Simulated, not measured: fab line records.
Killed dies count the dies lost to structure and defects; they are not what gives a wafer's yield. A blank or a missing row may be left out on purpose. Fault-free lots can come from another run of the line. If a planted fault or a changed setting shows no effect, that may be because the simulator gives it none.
Code-filled problem report in 8D (eight disciplines) form / flow n5-finfet / the parts of the form that need people (team, actions taken, sign-off) are left out

== 1. PROBLEM STATEMENT ==
N5_SD_EPI_N_PRECLEAN_49, temp-c: mean 31.44 C on 3 wafers (1 lot); fault-free wafers 29.98 C, standard deviation 0.094. Relative to the usual mean, that is a shift of +15 standard deviations.
The step: cleans in NF3:NH3, afs cycles 1, time 20 s, sublimation time 60 s.
Seen first at day 4 11:57 on remote-plasma-01, wafer L987.1. At this step, 30 wafers from 10 lots have a number in the record. The rule behind "out" and "out of limits": a value lying over 4 standard deviations away from the usual mean. Any other wafer with a number is counted as sound.

== 2. WHAT IT IS AND WHAT IT IS NOT ==
question=which readings at this step | is=temp-c | is not=rf-power-w
question=which lots | is=L987 | is not=L101, L103, L104, L105, L982, L983, L995, L998, L999
question=which wafers of those lots | is=all that have a number | is not=-
question=read on which tools | is=remote-plasma-01 | is not=remote-plasma-02
question=when | is=from day 4 11:57 | is not=up to then (6 sound wafers); but 21 sound wafers of L101, L103, L104, L105, L995, L998, L999 came after

== 3. WHAT RULES OUT EACH SUSPECT ==
Counting: any tool at a process step up to the reading is kept as a suspect provided that every lot that is out went through it and no sound lot did after the first of them.
- rie-diel-03 at N5_SD_EPI_N_ETCH_45 (etches SiOCN in CH3F/O2, target depth 6 nm): ruled out as a lasting fault. After its first lot that is out, L987 (day 4 08:59), sound lots L999, L101 ran on it.
- remote-plasma-01 at N5_SD_EPI_N_PRECLEAN_49 (cleans in NF3:NH3, afs cycles 1, time 20 s, sublimation time 60 s): ruled out as a lasting fault. After its first lot that is out, L987 (day 4 11:57), sound lots L998, L999, L103 ran on it.
Left after counting: nothing in the record.

== 4. THE CAUSE (what the simulator had put in) ==
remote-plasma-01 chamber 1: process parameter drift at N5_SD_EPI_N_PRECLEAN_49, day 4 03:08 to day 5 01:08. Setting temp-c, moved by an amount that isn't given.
Counting ruled it out, wrongly.

== 5. THE CHAIN OF EFFECTS, in route order ==
One row per reading whose mean, taken over the struck wafers that have a number, lies over 3 standard deviations from the usual. Scope: only readings with a usual standard deviation given in the record; hours: median across lots of the time from each lot's start at the first step in this table that gives one to its start at this step; sigmas: change in usual standard deviations.
hours=0; step=N5_SD_EPI_N_PRECLEAN_49; reading=temp-c; usual=29.98 C; on struck wafers=31.44; change=+1.46; sigmas=+15
Its process steps:
- N5_SD_EPI_N_PRECLEAN_49: cleans in NF3:NH3, afs cycles 1, time 20 s, sublimation time 60 s.
Later measuring or inspecting steps at which every struck wafer that the step has a row for has a number for every such reading, and none has moved that far: N5_BEOL_M4_RC_MEAS_101.

== 6. WHAT WOULD HAVE CAUGHT IT SOONER ==
9 hours passed between the start of the fault at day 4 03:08 and the first reading out of limits in this record, taken at day 4 11:57.
